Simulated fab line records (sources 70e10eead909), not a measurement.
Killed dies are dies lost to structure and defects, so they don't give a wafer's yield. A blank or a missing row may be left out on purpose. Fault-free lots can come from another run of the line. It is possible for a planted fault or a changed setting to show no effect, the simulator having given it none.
Struck lot and sound lot, side by side || flow nandHarc || 13 steps out of a route of 1159
Sound: these wafers, L171.3, L171.4, L171.6. The struck wafers were L185.3, L185.4, L185.6. The cause comes at the end.
At each step with rows: each side's tool, then ch and its chambers, then its first start. Under that, the readings that differ: sound wafers || struck wafers || difference of the means || sigmas: that difference in standard deviations of wafers without a fault.
alike: readings whose means differ by less than 2 such deviations, and words and numbers that are the same on both sides. not compared: withheld readings, readings that some wafer has no value for, bounds like >300 that may hide the same value, and numbers for which the record gives no deviation and whose values overlap.
The two part at a step that has a row with sigmas, a row that says differs or no value, or rows on one side only. Non-overlapping numbers with no deviation appear without sigmas and do not part them. A reading that every wafer of one side lacks parts them only if that side has two wafers or more.

NHARC_A_BLC_STRIP_29: strips in CF4.
  sound on rieDiel-02 ch 0,1, day 18 09:10; struck on rieDiel-04 ch 1,2,3, day 23 10:29
  alike: drypumpMotorCurrentA, oesProductAu, rfVppV, showerheadPlenumPTorr, throttleValvePct
  not compared: rfHoursCounterH
NHARC_A_BLC_STRIP_21: strips in O2.
  sound on rieDiel-02 ch 2,3, day 18 09:16; struck on rieDiel-04 ch 1,3, day 23 10:49
  alike: drypumpMotorCurrentA, oesProductAu, rfVppV, showerheadPlenumPTorr, throttleValvePct
  not compared: rfHoursCounterH
then, 3 steps without rows for these wafers: NHARC_A_BLC_STRIP_22 (strips in post etch residue remover, time 600 s); NHARC_A_BLC_DEGAS_30 (time 60 s); NHARC_A_BLC_PRE_CLEAN_31 (time 15 s).
NHARC_A_BLC_PVD_32: deposits Ti, target thk 5 nm, time 17.7 s.
  sound on pvdSputter-03; struck on pvdSputter-03
  alike: throttleValvePct
NHARC_A_BLC_ALD_23: deposits TiN, target thk 3 nm, pulse time 1 s, ald cycles 150.
  sound on aldMetal-04 ch 0,2,3, day 18 09:55; struck on aldMetal-03 ch 0,3, day 23 11:29
  alike: heaterPowerOuterW, heaterPowerW, precursorPulseHeightRel, susceptorTempC
NHARC_A_BLC_CVD_24: deposits W, target thk 150 nm, time 434 s.
  sound on cvdW-01 ch 0,1; struck on cvdW-02 ch 0,1
{"reading": "susceptorTempC (C)", "sound": "- - -", "struck": "300.24 299.79 300.22", "difference": "no value on the sound wafers", "sigmas": ""}
  alike: heaterPowerOuterW, heaterPowerW, throttleValvePct
then, 2 steps without rows for these wafers: NHARC_A_BLC_CMP_25 (polishes, t overpolish 30 s, target thk 150 nm); NHARC_A_BLC_SRD_27.
NHARC_A_BLC_INSPECT_28:
  sound: defectInspect-02 at day 18 14:20; struck: defectInspect-01 at day 23 15:59
  alike: rawDefectCount
NHARC_A_M0_DEP_00: deposits SiOC, target thk 150 nm.
  sound on pecvd-04 ch 0,1,2, day 18 14:27; struck on pecvd-03 ch 1,2, day 23 16:11
  no value came back on the struck wafers for chamberPressureTorr (Torr), rfFwdPowerW (W); on the sound wafers chamberPressureTorr (Torr) reads 4.993 5.003 4.995
then, 1 step without rows for these wafers: NHARC_A_M0_DEHYDRATE_01 (time 120 s).

== WHERE THEY PART ==
Earliest at NHARC_A_BLC_CVD_24; latest, in this record, at NHARC_A_M0_DEP_00.

WHY: whatever the simulator had introduced
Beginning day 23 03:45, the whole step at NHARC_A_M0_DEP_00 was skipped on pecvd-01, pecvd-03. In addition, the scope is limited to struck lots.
